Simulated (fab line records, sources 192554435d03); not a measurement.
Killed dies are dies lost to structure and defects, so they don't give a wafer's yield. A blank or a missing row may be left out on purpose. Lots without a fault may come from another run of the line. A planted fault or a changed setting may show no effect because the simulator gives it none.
fab line records | flow n5_finfet
record lots=10 wafers=27 last_day=18
route steps=1938 shown BEOL_M4@1057 PASSIVATION@1936
lots that met no fault: from a run of the same line without faults
start_h: hours from the record's first day to the start of the lot's first wafer shown | wait_h: hours since the lot's step before | " the same as in the row above | L1.1+2: a row that stands for several wafers | - no value, or no start given | * or withheld: withheld | < > ~ a bound
route shown NAME@n: a module of which the file shows steps, and the number in the route of the first | usual: mean/standard deviation of fault-free wafers | same: alike in all rows | chamber/n: place in a boat | sites: the reading at each site | _std_site: their standard deviation | _edge_site: outer sites' mean less inner sites' | radius_mm: how far each site lies from the wafer's centre | mask NAME#n: copy n | behind: the tool/chamber that last shaped the wafer | hold: why the lot was held/for how many hours/how that ended | device: the transistor (n, p or np) that didn't switch | end of line: the same wafers' tests at the end of the route | a step without rows: its recipe alone | killed: dies lost to structure and defects at the first sort, not the wafer's yield | map: a wafer's dies, x killed, . not, _ none there
set.NAME: the setting as run; set.NAME@STEP: as run at that earlier step | model.NAME: the simulator's own value behind a step, which no gauge read
steps of the route over a sample of lots; a table a step, a row a wafer
services: from which hour (start_h, from the record's first day; less than 0 if before it) a tool's chamber was out of use, for how many hours, and why
## steps
# step N5_BEOL_M4_OVL_MEAS_29
# recipe points_per_wafer=522
# usual V3_OVL=-0.1/0.67
# columns lot.wafer tool chamber start_h wait_h V3_OVL[nm]
L328.1 overlay-02 0 159.96 0.0 -0.2
L328.2 " 0 " " 0.4
L328.3 " 0 " " -0.1
L331.3 overlay-01 0 167.44 0.0 0.2
L331.4 " 0 " " 0.3
L331.6 " 0 " " -0.4
L334.3 overlay-01 0 232.70 0.0 0.3
L334.4 " 0 " " 1.2
L336.1 overlay-02 0 233.69 0.0 0.8
L336.5 " 0 " " 0.2
L336.6 " 0 " " 0.3
L339.4 overlay-01 0 238.64 0.0 -0.4
L339.5 " 0 " " -0.3
L339.6 " 0 " " -0.3
L341.3 overlay-02 0 245.19 0.0 -1.1
L341.5 " 0 " " -0.4
L341.6 " 0 " " -0.8
L342.3 overlay-01 0 245.64 0.0 0.7
L342.5 " 0 " " 0.0
L342.6 " 0 " " -0.8
L344.1 overlay-02 0 248.73 0.0 0.3
L344.6 " 0 " " -0.8
L335.1 overlay-01 0 301.05 0.0 -1.1
L335.4 " 0 " " -1.1
L351.2 overlay-02 0 312.19 0.0 -0.2
L351.3 " 0 " " 0.2
L351.5 " 0 " " 0.1
# step N5_BEOL_M4_ETCH_69
# recipe chemistry=CF4 target=SiARC target_depth_a=156 mask_material=CAR-EUV time_s=26 ion_energy_ev=80 pressure_mtorr=40 source_w=545 bias_w=36 Ar_flow_sccm=100 cf4_flow_sccm=100 ends=cleared
# usual drypump_motor_current_A=5.8/0.32 etch_rf_on_time_s=25.9/1.1 oes_product_au=0.69/0.075 rf_vpp_V=183.9/1.1 showerhead_plenum_p_Torr=2.13/0.072 throttle_valve_pct=15.51/0.22
# columns lot.wafer tool chamber start_h wait_h drypump_motor_current_A etch_rf_on_time_s oes_product_au rf_hours_counter_h rf_vpp_V showerhead_plenum_p_Torr throttle_valve_pct
L328.1 rie_diel-03 3 160.10 0.0 5.3 26.6 0.71 58 183.3 2.17 15.41
L328.2 " 1 " " 5.9 25.4 0.81 19 183.2 2.11 15.61
L328.3 " 2 " " 6.2 26.2 0.73 63 185.3 2.26 15.92
L331.3 rie_diel-05 2 167.57 0.0 6.2 24.5 0.79 24 184.7 2.17 15.22
L331.4 " 0 " " 5.6 25.6 0.60 222 184.5 2.13 15.60
L331.6 " 1 " " 5.3 25.7 0.68 - 185.6 2.24 15.40
L334.3 rie_diel-04 2 233.03 0.0 5.8 26.7 0.72 41 182.3 2.09 15.32
L334.4 " 1 " " 6.0 28.5 0.56 205 183.2 2.02 15.37
L336.1 rie_diel-05 2 233.83 0.0 6.2 24.9 0.75 45 183.1 2.16 15.25
L336.5 " 1 " " 5.3 26.2 0.66 - 185.3 2.23 15.46
L336.6 " 0 " " 5.6 25.8 0.59 - 183.9 2.12 15.66
L339.4 rie_diel-03 0 238.98 0.0 5.7 25.1 0.78 27 185.0 2.18 15.35
L339.5 " 2 " " 6.2 25.6 0.69 - 183.5 2.25 15.99
L339.6 " 3 " " 5.3 26.0 0.68 - 184.1 2.16 15.47
L341.3 rie_diel-04 0 245.43 0.0 5.4 26.1 0.59 221 181.9 2.01 15.66
L341.5 " 2 " " 5.8 26.8 0.72 - 183.2 2.09 15.31
L341.6 " 3 " " 6.2 24.4 0.74 - 184.9 2.08 15.55
L342.3 rie_diel-04 1 245.77 0.0 6.0 28.6 0.56 210 182.7 2.01 15.39
L342.5 " 2 " " 5.8 27.1 0.72 - 183.6 2.09 15.29
L342.6 " 1 " " 6.0 28.2 0.57 - 184.1 2.02 15.38
L344.1 rie_diel-04 2 248.87 0.0 5.8 27.3 0.71 46 182.2 2.09 15.32
L344.6 " 0 " " 5.4 26.1 0.59 - 181.9 2.01 15.65
L335.1 rie_diel-04 0 301.25 0.0 5.4 26.2 0.57 236 182.2 2.00 15.68
L335.4 " 2 " " 5.8 27.0 0.71 62 183.2 2.09 15.36
L351.2 rie_diel-05 3 312.61 0.0 5.9 24.3 0.64 216 183.2 2.12 15.93
L351.3 " 0 " " 5.6 26.1 0.80 14 182.3 2.12 15.19
L351.5 " 2 " " 6.2 24.9 0.73 - 184.1 2.15 15.31
# step N5_BEOL_M4_ALD_98
# recipe material=SiO2 target_thk_a=25 temp_c=100 ald_precursor_family=BDEAS ald_co_reactant=O2-plasma pulse_time_s=1 co_reactant_pulse_time_s=1 purge_time_s=2 co_reactant_purge_time_s=2 ald_cycles=17 pressure_torr=2
# usual ald_cycles=17/0 heater_power_w=79/6.1 precursor_pulse_height_rel=0.997/0.018
# same purge_time_s=2
# columns lot.wafer tool chamber start_h wait_h ald_cycles heater_power_w precursor_pulse_height_rel
L328.1 ald_sin-04 0 160.18 0.1 17 82 0.995
L328.2 " 3 " " 17 87 1.022
L328.3 " 1 " " 17 88 1.045
L331.3 ald_sin-04 3 167.65 0.1 17 87 1.021
L331.4 " 0 " " 17 80 1.005
L331.6 " 3 " " 17 86 1.015
L334.3 ald_sin-02 2 233.84 0.8 17 78 0.971
L334.4 " 0 " " 17 68 0.965
L336.1 ald_sin-02 0 234.44 0.6 17 69 0.976
L336.5 " 3 " " 17 74 1.016
L336.6 " 0 " " 17 69 0.995
L339.4 ald_sin-02 1 239.07 0.1 17 78 0.984
L339.5 " 2 " " 17 77 1.029
L339.6 " 1 " " 17 76 1.002
L341.3 ald_sin-02 3 245.51 0.1 17 75 0.975
L341.5 " 2 " " 17 78 0.991
L341.6 " 1 " " 25 75 1.002
L342.3 ald_sin-02 3 246.23 0.4 17 74 1.017
L342.5 " 0 " " 17 67 0.987
L342.6 " 1 " " 25 75 1.013
L344.1 ald_sin-02 2 249.08 0.2 17 77 1.002
L344.6 " 2 " " 25 79 0.993
L335.1 ald_sin-04 1 301.34 0.1 17 90 0.975
L335.4 " 3 " " 17 88 1.006
L351.2 ald_sin-01 3 312.70 0.1 17 78 0.997
L351.3 " 0 " " 17 88 0.994
L351.5 " 2 " " 17 70 1.009
# step N5_BEOL_M4_TRENCH_ETCH_37
# recipe chemistry=C4F6/O2 target_depth_a=555.55 target=SiOC time_s=29.2 ion_energy_ev=250 pressure_mtorr=30 source_w=355 bias_w=185 Ar_flow_sccm=300 C4F6_flow_sccm=10 O2_flow_sccm=10
# usual drypump_motor_current_A=5.8/0.31 oes_product_au=0.82/0.08 rf_vpp_V=675/21 showerhead_plenum_p_Torr=2.85/0.1 throttle_valve_pct=20.9/0.33
# columns lot.wafer tool chamber start_h wait_h drypump_motor_current_A oes_product_au rf_hours_counter_h rf_vpp_V showerhead_plenum_p_Torr throttle_valve_pct
L328.1 rie_diel-04 2 - - 5.9 0.90 14 641 2.78 20.4
L328.2 " 0 " " 5.4 0.70 189 661 2.69 20.8
L328.3 " 3 " " 6.2 0.92 25 654 2.81 20.9
L331.3 rie_diel-05 0 - - 5.6 0.70 225 650 2.84 20.9
L331.4 " 3 " " 5.9 0.80 170 694 2.84 21.1
L331.6 " 3 " " 5.8 0.80 - 694 2.84 21.1
L334.3 rie_diel-03 3 - - 5.3 0.80 88 658 2.87 20.7
L334.4 " 1 " " 5.9 0.91 46 693 2.78 21.0
L336.1 rie_diel-03 1 - - 6.0 0.91 46 693 2.78 21.0
L336.5 " 1 " " 6.0 0.90 - 693 2.78 21.0
L336.6 " 2 " " 6.1 0.80 - 681 3.03 21.5
L339.4 rie_diel-03 3 - - 5.3 0.79 89 656 2.87 20.7
L339.5 " 1 " " 6.0 0.91 - 694 2.78 21.0
L339.6 " 0 " " 5.7 0.91 - 687 2.90 20.7
L341.3 rie_diel-05 1 - - 5.3 0.77 122 719 2.96 20.6
L341.5 " 3 " " 5.8 0.77 - 694 2.82 21.1
L341.6 " 1 " " 5.3 0.77 - 717 2.96 20.6
L342.3 rie_diel-04 3 - - 6.2 0.86 59 654 2.79 20.9
L342.5 " 1 " " 6.0 0.67 - 638 2.68 20.5
L342.6 " 0 " " 5.4 0.68 - 659 2.68 20.9
L344.1 rie_diel-05 2 - - 6.2 0.86 51 672 2.86 20.4
L344.6 " 1 " " 5.3 0.77 - 718 2.96 20.6
L335.1 rie_diel-03 0 - - 5.7 0.87 43 684 2.90 20.7
L335.4 " 2 " " 6.1 0.78 111 681 3.02 21.6
L351.2 rie_diel-04 2 - - 5.8 0.81 67 639 2.75 20.5
L351.3 " 3 " " 6.1 0.84 79 654 2.78 21.0
L351.5 " 0 " " 5.4 0.67 - 659 2.67 20.9
# step N5_BEOL_M4_RC_MEAS_101
# usual DIBL_N=36.2/2.4 DIBL_P=36.2/2.6 IOFF_N=0.16/0.045 IOFF_P=0.21/0.046 ION_N=674/17 ION_P=463/11 SS_N=71.5/0.77 SS_P=73.1/0.76 VT_N=250/3.9 VT_P=-250/3.9
# columns lot.wafer tool chamber start_h wait_h DIBL_N[mV/V] DIBL_P[mV/V] IOFF_N[nA/um] IOFF_P[nA/um] ION_N[uA/um] ION_P[uA/um] SS_N[mV/dec] SS_P[mV/dec] VT_N[mV] VT_P[mV]
L328.1 prober-02 0 165.46 0.0 39.4 39.7 0.20 0.27 685 474 72.3 73.8 249 -244
L328.2 " 0 " " 37.9 38.3 0.16 0.24 692 480 71.5 72.9 249 -249
L328.3 " 0 " " 40.5 40.5 0.22 0.30 695 473 71.9 74.1 247 -245
L331.3 prober-01 0 178.94 0.3 36.5 38.4 0.18 0.25 678 464 71.1 73.2 247 -246
L331.4 " 0 " " 37.6 38.5 0.20 0.26 701 476 71.8 73.6 245 -246
L331.6 " 0 " " 35.0 35.3 0.13 0.19 649 453 70.9 72.6 255 -250
L334.3 prober-02 0 238.88 0.3 36.6 37.4 0.16 0.21 689 469 71.8 73.1 249 -250
L334.4 " 0 " " 36.7 37.1 0.17 0.20 683 461 71.7 73.0 249 -253
L336.1 prober-02 0 240.71 0.0 37.0 38.8 0.17 0.20 672 458 71.5 72.0 248 -249
L336.5 " 0 " " 35.3 36.0 0.12 0.16 641 444 71.7 72.7 255 -256
L336.6 " 0 " " 33.9 35.8 0.12 0.17 678 461 70.7 72.2 252 -253
L339.4 prober-01 0 248.01 0.5 34.0 34.1 0.12 0.19 670 472 70.7 72.3 253 -249
L339.5 " 0 " " 34.9 35.0 0.13 0.20 666 468 70.3 72.8 253 -247
L339.6 " 0 " " 33.6 33.5 0.12 0.19 670 471 70.2 72.8 252 -250
L341.3 prober-01 0 251.77 0.3 36.1 35.5 0.16 0.25 674 467 72.1 73.8 249 -247
L341.5 " 0 " " 36.9 35.6 0.19 0.24 676 466 72.6 73.7 245 -247
L341.6 " 0 " " 35.0 33.6 0.14 0.21 681 476 71.0 73.0 251 -251
L342.3 prober-01 0 254.58 0.3 39.9 39.5 0.23 0.33 676 469 73.1 74.4 246 -244
L342.5 " 0 " " 36.7 35.6 0.16 0.24 674 469 71.7 73.7 250 -247
L342.6 " 0 " " 36.6 35.2 0.16 0.24 696 476 71.7 73.8 250 -246
L344.1 prober-02 0 259.19 0.0 34.9 33.0 0.13 0.20 682 473 71.2 72.7 251 -248
L344.6 " 0 " " 38.4 36.2 0.19 0.26 638 453 72.1 73.6 248 -246
L335.1 prober-01 0 311.19 0.0 33.7 33.3 0.11 0.15 652 452 70.0 72.7 253 -254
L335.4 " 0 " " 34.5 33.1 0.11 0.15 636 440 71.3 72.1 255 -256
L351.2 prober-01 0 319.56 0.9 33.8 34.0 0.13 0.21 661 458 71.6 72.5 253 -248
L351.3 " 0 " " 38.3 38.9 0.21 0.28 687 475 71.9 73.3 247 -245
L351.5 " 0 " " 32.8 33.3 0.12 0.19 688 477 72.0 71.6 253 -250
# step N5_PASSIVATION_PROBE_49
# usual defect_limited_yield=91.2/1.4 killed_at_M0_to_M3=33/9.5 killed_at_M4_up=13/4.7 killed_at_contacts=11/5.3 killed_at_front_end=42/12 killed_at_other=5/3.3 killed_dies=104/17 killed_on_rim=14/4 killed_open=67/12 killed_short=33/7.7 sort_bin_5_function=5.1/0.94 sort_bin_6_memory=3.3/0.67 sort_bin_8_speed=0.1/1.3 sort_n_pass=1074/24 sort_yield_pct=91.1/2
# same gross_dies=1180 killed_at_back_side=0 sort_bin_4_leakage[%]=0
# columns lot.wafer tool chamber start_h wait_h defect_limited_yield[%] killed_at_M0_to_M3 killed_at_M4_up killed_at_contacts killed_at_front_end killed_at_other killed_dies killed_on_rim killed_open killed_short sort_bin_5_function[%] sort_bin_6_memory[%] sort_bin_8_speed[%] sort_n_pass sort_yield_pct[%]
L328.1 prober-02 - 253.63 0.0 91.8 25 17 5 47 3 97 12 53 42 4.4 3.1 0 1083 91.8
L328.2 prober-02 - 253.68 0.1 92.0 36 4 11 38 5 94 11 65 21 5.2 2.3 0 1086 92.0
L328.3 prober-02 - 253.73 0.1 94.7 34 3 3 15 7 62 10 45 16 3.1 2.0 0 1118 94.7
L331.3 prober-01 - 262.26 0.1 91.2 39 22 6 34 3 104 19 65 32 4.7 3.3 0 1076 91.2
L331.4 prober-01 - 262.31 0.2 91.8 36 9 9 31 12 97 14 60 36 4.5 3.6 0 1083 91.8
L331.6 prober-01 - 262.41 0.3 90.0 53 18 9 26 12 118 21 73 45 5.6 3.8 0 1062 90.0
L336.1 prober-02 - 345.58 0.0 89.0 37 19 14 55 5 130 17 91 33 6.2 4.4 0 1050 89.0
L336.5 prober-02 - 345.78 0.2 89.1 34 15 26 47 7 129 15 86 31 6.5 4.2 0.3 1048 88.8
L336.6 prober-02 - 345.83 0.3 89.3 28 23 15 57 3 126 13 85 38 6.3 4.0 0 1054 89.3
L339.4 prober-02 - 357.10 0.2 88.7 58 16 9 48 2 133 13 87 42 6.3 4.7 0 1047 88.7
L339.5 prober-02 - 357.15 0.2 90.3 46 15 19 25 9 114 10 67 41 5.8 3.4 0 1066 90.3
L339.6 prober-02 - 357.20 0.3 90.4 40 9 12 51 1 113 17 74 36 4.6 4.5 0 1067 90.4
L334.3 prober-01 - 366.75 0.1 92.2 28 11 7 43 3 92 20 57 25 4.0 3.1 0 1088 92.2
L334.4 prober-01 - 366.80 0.2 90.8 40 15 5 46 3 109 14 74 32 5.0 4.0 0 1071 90.8
L342.3 prober-01 - 376.74 0.1 88.8 55 21 11 45 0 132 16 85 47 6.9 3.9 0 1048 88.8
L342.5 prober-01 - 376.84 0.2 90.8 38 21 16 31 2 108 10 70 37 6.4 2.5 0 1072 90.8
L342.6 prober-01 - 376.89 0.3 91.9 43 20 8 23 2 96 17 62 27 3.9 3.3 0 1084 91.9
L341.3 prober-01 - 379.48 1.4 88.4 29 15 6 82 5 137 22 77 59 7.5 3.6 0 1043 88.4
L341.5 prober-01 - 379.58 1.5 91.5 23 14 6 55 2 100 15 62 35 6.1 2.1 0 1080 91.5
L341.6 prober-01 - 379.63 1.6 87.8 37 16 12 68 11 144 21 87 57 7.4 4.4 0 1036 87.8
L344.1 prober-02 - 391.80 0.0 90.9 30 7 10 58 2 107 12 60 39 4.6 3.1 0 1073 90.9
L344.6 prober-02 - 392.05 0.3 89.6 30 14 6 72 1 123 19 83 33 6.8 3.1 0.1 1056 89.5
L335.1 prober-01 - 423.76 0.0 91.9 47 9 9 24 7 96 13 59 36 4.8 2.9 0.1 1083 91.8
L335.4 prober-01 - 423.91 0.2 91.9 41 15 8 30 2 96 14 60 28 5.1 2.1 0.3 1080 91.5
L351.2 prober-02 - 432.34 0.1 90.2 35 13 9 50 9 116 18 79 33 6.5 3.2 0 1064 90.2
L351.3 prober-02 - 432.39 0.1 89.8 28 10 27 52 3 120 19 86 33 5.3 4.5 0 1060 89.8
L351.5 prober-02 - 432.49 0.2 91.8 32 8 9 37 11 97 8 61 36 5.8 2.3 0 1083 91.8
# killed by level:class
L328.1 FIN_SAQP:geometric_particle:short=13 BEOL_M2:geometric_particle:open=11 BEOL_M4:geometric_particle:open=7 FIN_SAQP:geometric_particle:open=6 GATE_CUT:geometric_particle:short=5 STARTING-WAFER:geometric_particle:short=5 BEOL_M4:geometric_particle:short=4 BEOL_M3:geometric_particle:open=3
L328.2 FIN_SAQP:geometric_particle:open=10 BEOL_M2:geometric_particle:open=10 MOL_CONTACT_COAG:geometric_particle:open=9 FIN_SAQP:geometric_particle:short=6 DUMMY_GATE:geometric_particle:open=6 BEOL_M1:geometric_particle:open=5 HKMG_FIN:area_etch=5 STI_FIN_REVEAL:geometric_particle:open=4
L328.3 BEOL_M2:geometric_particle:open=11 BEOL_M3:geometric_particle:open=7 BEOL_M1:geometric_particle:open=6 PASS1_CAP:geometric_particle:short=6 FIN_SAQP:geometric_particle:open=5 BEOL_M0:geometric_particle:open=4 MOL_CONTACT_COAG:geometric_particle:open=3 BEOL_M0_SAQP:geometric_particle:short=3
L331.3 BEOL_M1:geometric_particle:open=8 BEOL_M3:geometric_particle:open=8 BEOL_M0_SAQP:geometric_particle:open=7 BEOL_M0_SAQP:geometric_particle:short=7 BEOL_M4:geometric_particle:open=7 FIN_SAQP:geometric_particle:open=5 GATE_CUT:geometric_particle:short=5 FIN_SAQP:geometric_particle:short=4
L331.4 BEOL_M0_SAQP:geometric_particle:open=9 FIN_SAQP:geometric_particle:open=8 BEOL_M2:geometric_particle:open=8 MOL_CONTACT_COAG:geometric_particle:open=7 GATE_CUT:geometric_particle:short=6 FIN_SAQP:geometric_particle:short=5 BEOL_M0_SAQP:geometric_particle:short=5 BEOL_M1:geometric_particle:open=4
L331.6 BEOL_M0_SAQP:geometric_particle:open=14 BEOL_M0_SAQP:geometric_particle:short=12 BEOL_M1:geometric_particle:short=8 BEOL_M3:geometric_particle:open=8 MOL_CONTACT_COAG:geometric_particle:open=7 BEOL_M1:geometric_particle:open=6 PASS1_CAP:geometric_particle:short=6 FIN_SAQP:geometric_particle:short=5
L336.1 FIN_SAQP:geometric_particle:open=16 BEOL_M0_SAQP:geometric_particle:open=12 MOL_CONTACT_COAG:geometric_particle:open=11 DUMMY_GATE:geometric_particle:open=9 GATE_CUT:geometric_particle:open=7 FIN_SAQP:geometric_particle:short=5 GATE_CUT:geometric_particle:short=5 BEOL_M0_SAQP:geometric_particle:short=5
L336.5 MOL_CONTACT_COAG:geometric_particle:open=23 BEOL_M0_SAQP:geometric_particle:open=15 FIN_SAQP:geometric_particle:open=10 BEOL_M0_SAQP:geometric_particle:short=10 STI_FIN_REVEAL:geometric_particle:open=7 GATE_CUT:geometric_particle:short=7 DUMMY_GATE:geometric_particle:open=6 DUMMY_GATE:geometric_particle:short=4
L336.6 FIN_SAQP:geometric_particle:short=18 FIN_SAQP:geometric_particle:open=14 MOL_CONTACT_COAG:geometric_particle:open=12 BEOL_M5:geometric_particle:open=10 DUMMY_GATE:geometric_particle:open=8 BEOL_M0_SAQP:geometric_particle:open=8 BEOL_M3:geometric_particle:open=7 BEOL_M0_SAQP:geometric_particle:short=6
L339.4 STI_FIN_REVEAL:geometric_particle:open=17 BEOL_M0_SAQP:geometric_particle:open=16 BEOL_M0_SAQP:geometric_particle:short=13 FIN_SAQP:geometric_particle:open=7 BEOL_M4:geometric_particle:open=7 MOL_CONTACT_COAG:geometric_particle:open=7 STI_FIN_REVEAL:geometric_particle:short=7 STARTING-WAFER:geometric_particle:open=7
L339.5 MOL_CONTACT_COAG:geometric_particle:open=13 BEOL_M3:geometric_particle:short=11 STI_FIN_REVEAL:geometric_particle:open=10 BEOL_M0_SAQP:geometric_particle:open=10 BEOL_M0_SAQP:geometric_particle:short=8 BEOL_M1:geometric_particle:open=8 MOL_CONTACT_COAG:geometric_particle:short=6 PASS1_DEP:geometric_particle:open=5
L339.6 STI_FIN_REVEAL:geometric_particle:open=20 FIN_SAQP:geometric_particle:open=10 MOL_CONTACT_COAG:geometric_particle:open=9 BEOL_M0_SAQP:geometric_particle:short=7 BEOL_M2:geometric_particle:open=7 BEOL_M0_SAQP:geometric_particle:open=5 BEOL_M1:geometric_particle:short=5 BEOL_M3:geometric_particle:open=5
L334.3 BEOL_M2:geometric_particle:open=13 HKMG_FIN:area_etch=8 FIN_SAQP:geometric_particle:open=6 DUMMY_GATE:geometric_particle:open=6 FIN_SAQP:geometric_particle:short=5 STI_FIN_REVEAL:geometric_particle:open=4 MOL_CONTACT_COAG:geometric_particle:open=4 GATE_CUT:geometric_particle:open=3
L334.4 STI_FIN_REVEAL:geometric_particle:open=17 BEOL_M2:geometric_particle:open=16 STI_FIN_REVEAL:geometric_particle:short=5 BEOL_M1:geometric_particle:open=5 BEOL_M5:geometric_particle:open=5 GATE_CUT:geometric_particle:short=4 MOL_CONTACT_COAG:geometric_particle:open=4 BEOL_M0_SAQP:geometric_particle:short=4
L342.3 BEOL_M0_SAQP:geometric_particle:short=15 BEOL_M0:geometric_particle:open=11 MOL_CONTACT_COAG:geometric_particle:open=11 BEOL_M4:geometric_particle:open=11 BEOL_M1:geometric_particle:open=10 ILD0:geometric_particle:short=9 STI_FIN_REVEAL:geometric_particle:open=8 BEOL_M2:geometric_particle:open=7
L342.5 MOL_CONTACT_COAG:geometric_particle:open=13 ILD0:geometric_particle:short=9 BEOL_M0_SAQP:geometric_particle:open=9 BEOL_M0_SAQP:geometric_particle:short=8 BEOL_M2:geometric_particle:open=7 BEOL_M4:geometric_particle:open=7 FIN_SAQP:geometric_particle:short=6 BEOL_M5:geometric_particle:open=6
L342.6 BEOL_M0_SAQP:geometric_particle:short=11 BEOL_M4:geometric_particle:open=10 BEOL_M0_SAQP:geometric_particle:open=9 MOL_CONTACT_COAG:geometric_particle:open=7 BEOL_M1:geometric_particle:open=7 BEOL_M2:geometric_particle:open=6 HKMG_FIN:area_etch=5 STI_FIN_REVEAL:geometric_particle:open=4
L341.3 FIN_SAQP:geometric_particle:open=23 FIN_SAQP:geometric_particle:short=23 DUMMY_GATE:geometric_particle:open=9 ILD0:geometric_particle:open=6 STI_FIN_REVEAL:geometric_particle:open=5 BEOL_M1:geometric_particle:short=5 BEOL_M0_SAQP:geometric_particle:short=5 BEOL_M2:geometric_particle:open=5
L341.5 STI_FIN_REVEAL:geometric_particle:open=12 FIN_SAQP:geometric_particle:short=11 FIN_SAQP:geometric_particle:open=9 STI_FIN_REVEAL:geometric_particle:short=7 DUMMY_GATE:geometric_particle:open=6 BEOL_M0_SAQP:geometric_particle:short=5 BEOL_M0_SAQP:geometric_particle:open=5 BEOL_M2:geometric_particle:open=5
L341.6 FIN_SAQP:geometric_particle:open=19 FIN_SAQP:geometric_particle:short=14 STI_FIN_REVEAL:geometric_particle:open=9 BEOL_M1:geometric_particle:open=8 BEOL_M4:geometric_particle:open=8 MOL_CONTACT_COAG:geometric_particle:open=7 STARTING-WAFER:geometric_particle:short=6 BEOL_M0_SAQP:geometric_particle:short=6
L344.1 STI_FIN_REVEAL:geometric_particle:open=14 STI_FIN_REVEAL:geometric_particle:short=10 MOL_CONTACT_COAG:geometric_particle:open=9 BEOL_M0_SAQP:geometric_particle:short=8 GATE_CUT:geometric_particle:short=8 BEOL_M2:geometric_particle:open=7 FIN_SAQP:geometric_particle:open=6 HKMG_FIN:area_etch=6
L344.6 FIN_SAQP:geometric_particle:open=17 STI_FIN_REVEAL:geometric_particle:open=16 BEOL_M2:geometric_particle:open=10 FIN_SAQP:geometric_particle:short=9 BEOL_M0_SAQP:geometric_particle:open=7 MOL_CONTACT_COAG:geometric_particle:open=6 GATE_CUT:geometric_particle:open=5 BEOL_M0_SAQP:geometric_particle:short=5
L335.1 BEOL_M2:geometric_particle:open=13 BEOL_M0_SAQP:geometric_particle:short=10 MOL_CONTACT_COAG:geometric_particle:open=8 DUMMY_GATE:geometric_particle:open=7 BEOL_M0_SAQP:geometric_particle:open=7 BEOL_M1:geometric_particle:open=5 BEOL_M4:geometric_particle:open=5 FIN_SAQP:geometric_particle:short=4
L335.4 BEOL_M0_SAQP:geometric_particle:open=11 BEOL_M4:geometric_particle:open=10 BEOL_M1:geometric_particle:open=8 BEOL_M2:geometric_particle:open=8 HKMG_FIN:area_etch=8 FIN_SAQP:geometric_particle:short=6 BEOL_M0_SAQP:geometric_particle:short=5 MOL_CONTACT_COAG:geometric_particle:short=5
L351.2 STI_FIN_REVEAL:geometric_particle:open=17 FIN_SAQP:geometric_particle:open=11 MOL_CONTACT_COAG:geometric_particle:open=8 BEOL_M3:geometric_particle:open=8 BEOL_M3:geometric_particle:short=7 BEOL_M2:geometric_particle:open=6 GATE_CUT:geometric_particle:short=5 BEOL_M0_SAQP:geometric_particle:short=5
L351.3 MOL_CONTACT_COAG:geometric_particle:open=21 STI_FIN_REVEAL:geometric_particle:open=16 FIN_SAQP:geometric_particle:open=10 FIN_SAQP:geometric_particle:short=9 BEOL_M4:geometric_particle:open=7 BEOL_M3:geometric_particle:open=6 MOL_CONTACT_COAG:geometric_particle:short=6 GATE_CUT:geometric_particle:short=5
L351.5 BEOL_M3:geometric_particle:open=15 FIN_SAQP:geometric_particle:short=10 FIN_SAQP:geometric_particle:open=9 MOL_CONTACT_COAG:geometric_particle:open=8 GATE_CUT:geometric_particle:short=5 BEOL_M0_SAQP:geometric_particle:short=4 DUMMY_GATE:geometric_particle:open=3 BEOL_M0_SAQP:geometric_particle:open=3
## services
# columns tool chamber start_h hours kind
rie_diel-03 0 141.00 - clean
rie_diel-03 0 141.00 - consumable_replace:focus_ring
rie_diel-03 0 141.00 21.1 scheduled_down
rie_diel-03 0 141.00 21.1 vent_cycle
ald_sin-02 - 161.48 2.8 pm
ald_sin-02 - 176.75 14.0 pm
ald_sin-02 0 176.75 14.0 vent_cycle
ald_sin-02 1 176.75 14.0 vent_cycle
ald_sin-02 2 176.75 14.0 vent_cycle
ald_sin-02 3 176.75 14.0 vent_cycle
rie_diel-03 3 191.96 1.7 repair
rie_diel-03 0 210.20 8.6 repair
rie_diel-03 1 224.57 8.3 repair
rie_diel-05 0 244.10 - clean
rie_diel-05 0 244.10 - consumable_replace:focus_ring
rie_diel-05 0 244.10 14.7 scheduled_down
rie_diel-05 0 244.10 14.7 vent_cycle
rie_diel-04 1 254.81 4.4 repair
ald_sin-01 - 258.22 0.7 repair
ald_sin-01 3 269.31 3.1 repair
ald_sin-02 - 276.83 6.1 pm
ald_sin-01 1 282.86 3.2 repair
ald_sin-02 0 293.78 12.1 repair
ald_sin-01 0 297.40 2.9 repair
## key
first_sign step=N5_BEOL_M4_ALD_98 reading=ald_cycles direction=up sigmas=99+ usual=* struck=*
effect none on later readings
met_at N5_BEOL_M4_ALD_98
struck_lots L341,L342,L344
struck_wafers L341.6,L342.6,L344.6
not_acting_at N5_BEOL_M4_OVL_MEAS_29,N5_BEOL_M4_ETCH_69,N5_BEOL_M4_TRENCH_ETCH_37
onset_between 239.07 245.51
fault kind=process_parameter_drift tool=ald_sin-02 chamber=- onset_h=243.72 steps=N5_BEOL_M4_ALD_98 channel=ald_cycles offset=* shape=step end_h=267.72 scope=struck_wafers_only acts_in=* stated=*
